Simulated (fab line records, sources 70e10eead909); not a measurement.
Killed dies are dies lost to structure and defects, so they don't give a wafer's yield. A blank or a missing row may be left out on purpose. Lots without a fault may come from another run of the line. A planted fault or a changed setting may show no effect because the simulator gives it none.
Which tool did it? | flow nand_harc | 6 lots, 18 wafers sampled, at 3 steps of a route of 1159

WHAT THE GAUGES READ, wafer by wafer
NHARC_P_ZERO_WELL_CD_MEAS_52: target cd 2000 nm.
lot  | measured    | on        | cd_nm (nm)
L789 | day 2 05:53 | cd_sem-02 | 1998.8 1999.7 1999.7
L791 | day 2 18:00 | cd_sem-02 | 2001.0 1998.8 2000.8
L794 | day 3 11:45 | cd_sem-03 | 1998.6 2000.3 2000.4
L796 | day 3 23:46 | cd_sem-01 | 1998.3 2000.0 2000.6
L802 | day 5 11:47 | cd_sem-03 | 1807.7 1806.0 1805.1
L809 | day 7 05:49 | cd_sem-01 | 1999.7 2001.2 2001.1

WHICH TOOL RAN EACH LOT (tool, then ch and the chambers of the sampled wafers, then the start)
lot  | NHARC_P_ZERO_WELL_DESCUM_26       | NHARC_P_ZERO_WELL_EXPOSE_49
L789 | rie_diel-06 ch 0,1, day 2 02:46   | krf_scanner-02 ch 0, day 2 05:44
L791 | rie_diel-07 ch 1,2,3, day 2 14:55 | krf_scanner-03 ch 0, day 2 17:50
L794 | rie_diel-06 ch 0,2,3, day 3 08:45 | krf_scanner-02 ch 0, day 3 11:35
L796 | rie_diel-04 ch 1,3, day 3 20:44   | krf_scanner-02 ch 0, day 3 23:36
L802 | rie_diel-04 ch 1,2,3, day 5 08:38 | krf_scanner-02 ch 0, day 5 11:38
L809 | rie_diel-04 ch 2,3, day 7 02:47   | krf_scanner-03 ch 0, day 7 05:39
- NHARC_P_ZERO_WELL_DESCUM_26: chemistry O2, time 3 s.
- NHARC_P_ZERO_WELL_EXPOSE_49: exposes mask P HVPW, target cd 2000 nm.

THE ANSWER, worked out from the rows above alone
Rule: what is usual is taken from the lots themselves. Put in order of their means at a reading, lots are off if they are a third of the lots or fewer, leave a main group of 4 or more, and stand apart from it by a gap of 3 or more times the standard deviation of the main group's means; of several such gaps the widest counts. A main group whose means are all the same, to the digits that the tables above print for the reading, isn't used. A lot without any number at a reading at which 4 lots or more have one is off too. The other lots that the step has rows for count as sound.
Off: L802, at NHARC_P_ZERO_WELL_CD_MEAS_52 (cd_nm). The main group: mean 1999.9 nm, standard deviation 0.45.
A tool fits if, at a process step before that reading, it ran every lot that is off, and no sound lot after the first of them. The gauges at NHARC_P_ZERO_WELL_CD_MEAS_52 are tried like those tools. Can't be told from this: 2 tools fit, krf_scanner-02 at NHARC_P_ZERO_WELL_EXPOSE_49, cd_sem-03 at NHARC_P_ZERO_WELL_CD_MEAS_52.

WHAT THE SIMULATOR HAD PUT IN
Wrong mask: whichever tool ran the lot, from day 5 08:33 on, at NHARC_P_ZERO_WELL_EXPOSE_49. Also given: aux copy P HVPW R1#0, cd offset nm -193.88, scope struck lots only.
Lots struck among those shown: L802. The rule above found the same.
